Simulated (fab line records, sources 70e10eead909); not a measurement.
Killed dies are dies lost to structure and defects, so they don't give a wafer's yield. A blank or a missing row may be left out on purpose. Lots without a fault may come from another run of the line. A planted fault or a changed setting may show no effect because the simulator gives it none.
A struck lot beside a sound one | flow nand_harc | 13 steps out of a route of 1159
Sound: wafers L413.2, L413.4, L413.5. Struck: wafers L426.2, L426.3. The cause comes at the end.
At each step with rows: each side's tool, then ch and its chambers, then its first start. Under that, the readings that differ: sound wafers | struck wafers | difference of the means | sigmas: that difference in standard deviations of wafers without a fault.
alike: readings whose means differ by less than 2 such deviations, and words and numbers that are the same on both sides. not compared: withheld readings, readings that some wafer has no value for, bounds like >300 that may hide the same value, and numbers for which the record gives no deviation and whose values overlap.
The two part at a step that has a row with sigmas, a row that says differs or no value, or rows on one side only. Numbers that don't overlap but have no deviation are shown without sigmas and don't part them. A reading that every wafer of one side lacks parts them only if that side has two wafers or more.

first, 1 step without rows for these wafers: NHARC_A_ONON_D1_DEP_06 (target thk 1000 nm).
NHARC_A_ONON_D1_THK_MEAS_08: measures by ellipsometry.
  sound on film_metro-02, day 10 10:43; struck on film_metro-02, day 13 02:11
  alike: thk_nm
then, 1 step without rows for these wafers: NHARC_A_ONON_D1_DEP_09 (target thk 1000 nm).
NHARC_A_ONON_D1_THK_MEAS_11: measures by ellipsometry.
  sound on film_metro-01, day 10 11:17; struck on film_metro-02, day 13 02:45
  alike: thk_nm
then, 1 step without rows for these wafers: NHARC_A_ONON_D1_DEP_12 (target thk 1000 nm).
NHARC_A_ONON_D1_THK_MEAS_14: measures by ellipsometry.
  sound on film_metro-01, day 10 11:51; struck on film_metro-02, day 13 03:19
  alike: thk_nm
then, 2 steps without rows for these wafers: NHARC_A_ONON_D1_ANNEAL_15 (time 3600 s); NHARC_A_ONON_D1_DEP_16 (target thk 1000 nm).
NHARC_A_ONON_D1_THK_MEAS_18: measures by ellipsometry.
  sound on film_metro-01, day 10 18:56; struck on film_metro-01, day 13 10:22
  alike: thk_nm
then, 1 step without rows for these wafers: NHARC_A_ONON_D1_DEP_19 (target thk 1000 nm).
NHARC_A_ONON_D1_THK_MEAS_21: measures by ellipsometry.
  sound on film_metro-01, day 10 19:30; struck on film_metro-01, day 13 10:56
  reading     | sound          | struck  | difference | sigmas
  thk_nm (nm) | 1012 1012 1012 | 996 998 | -15        | -2
NHARC_A_ONON_D1_DEP_22: target thk 1000 nm.
  sound on pecvd_onon-01 ch 0, day 10 19:37; struck on pecvd_onon-01 ch 0, day 13 11:02
  alike: n2o_flow_sccm
NHARC_A_ONON_D1_THK_MEAS_24: measures by ellipsometry.
  sound on film_metro-01, day 10 20:04; struck on film_metro-01, day 13 11:41
  reading     | sound       | struck    | difference | sigmas
  thk_nm (nm) | 997 997 999 | 1746 1747 | +749       | +99 or more
  not compared: hold

WHERE THEY PART
First at NHARC_A_ONON_D1_THK_MEAS_21; last, within this record, at NHARC_A_ONON_D1_THK_MEAS_24.

WHY: what the simulator had put in
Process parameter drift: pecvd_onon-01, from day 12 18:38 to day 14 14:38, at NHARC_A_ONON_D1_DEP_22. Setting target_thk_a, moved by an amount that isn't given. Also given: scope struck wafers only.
